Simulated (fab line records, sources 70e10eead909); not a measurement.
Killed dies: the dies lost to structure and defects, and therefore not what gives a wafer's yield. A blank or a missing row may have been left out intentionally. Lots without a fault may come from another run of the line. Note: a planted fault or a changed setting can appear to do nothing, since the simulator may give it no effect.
Matching of chambers + flow nand harc + NHARC_P_ZERO_WELL_DESCUM_54 on rie diel-08 has 4 sister chambers
The step chemistry O2, time 3 s. 14 wafers are shown with their chamber, then 7 later ones without.

WAFERS WITH THEIR CHAMBER
| wafer  | chamber | showerhead plenum p Torr (Torr) | oes product au (a.u.) | rf vpp V (V) |
|--------|---------|---------------------------------|-----------------------|--------------|
| L080.1 | 2       | 1.85                            | 0.984                 | 58.2         |
| L080.2 | 1       | 1.95                            | 0.998                 | 57.7         |
| L080.3 | 0       | 1.87                            | 0.986                 | 58.9         |
| L080.4 | 3       | 1.77                            | 0.995                 | 57.3         |
| L080.5 | 0       | 1.87                            | 0.974                 | 58.6         |
| L080.6 | 1       | 1.95                            | 0.999                 | 58.3         |
| L084.3 | 0       | 1.86                            | 0.982                 | 57.4         |
| L084.4 | 2       | 1.85                            | 0.975                 | 58.8         |
| L084.5 | 0       | 1.86                            | 0.989                 | 56.6         |
| L085.1 | 0       | 1.86                            | 0.987                 | 57.1         |
| L085.2 | 1       | 1.95                            | 1.011                 | 58.4         |
| L085.3 | 2       | 1.85                            | 0.986                 | 57.6         |
| L087.2 | 2       | 1.85                            | 0.990                 | 58.0         |
| L087.3 | 1       | 1.94                            | 1.008                 | 57.9         |

SIGNATURES (means of the wafers above)
| reading                  | chamber 0 | chamber 1 | chamber 2 | chamber 3 | scatter within a chamber |
|--------------------------|-----------|-----------|-----------|-----------|--------------------------|
| showerhead plenum p Torr | 1.8640    | 1.9475    | 1.8500    | 1.7700    | 0.00442                  |
| oes product au           | 0.98360   | 1.00400   | 0.98375   | 0.99500   | 0.00623                  |
| rf vpp V                 | 57.720    | 58.075    | 58.150    | 57.300    | 0.706                    |
Rule: for a wafer and a chamber, the distance is found by dividing, reading by reading, the gap between the wafer's reading and the chamber's mean by the reading's scatter, squaring, summing and taking the root. The wafer belongs to the nearest chamber; if the next one is less than 2 further off, it can't be placed. The scatter is the square root of a quotient: the sum, over the shown wafers, of each reading's squared deviation from its chamber's mean, divided by wafers minus chambers.

WAFERS WITH NO CHAMBER GIVEN
| wafer  | showerhead plenum p Torr (Torr) | oes product au (a.u.) | rf vpp V (V) |
|--------|---------------------------------|-----------------------|--------------|
| L087.5 | 1.76                            | 0.997                 | 58.1         |
| L092.1 | 2.08                            | 0.997                 | 59.4         |
| L092.2 | 1.94                            | 1.000                 | 58.9         |
| L092.3 | 1.86                            | 0.983                 | 56.5         |
| L097.2 | 1.85                            | 1.004                 | 56.7         |
| L097.4 | 1.84                            | 1.000                 | 57.8         |
| L097.6 | 1.93                            | 1.011                 | 57.2         |

EACH ONE'S CHAMBER
| wafer  | from the rows above     | in truth                   |
|--------|-------------------------|----------------------------|
| L087.5 | 3                       | 3                          |
| L092.1 | 1                       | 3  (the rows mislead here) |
| L092.2 | 1                       | 1                          |
| L092.3 | can't be placed: 0 or 2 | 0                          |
| L097.2 | can't be placed: 2 or 0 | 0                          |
| L097.4 | 2                       | 2                          |
| L097.6 | 1                       | 1                          |
Placed correctly: 4 of 7. Can't be placed from these rows: 2 (the true chamber is among the candidates in 2). Placed wrongly: 1.
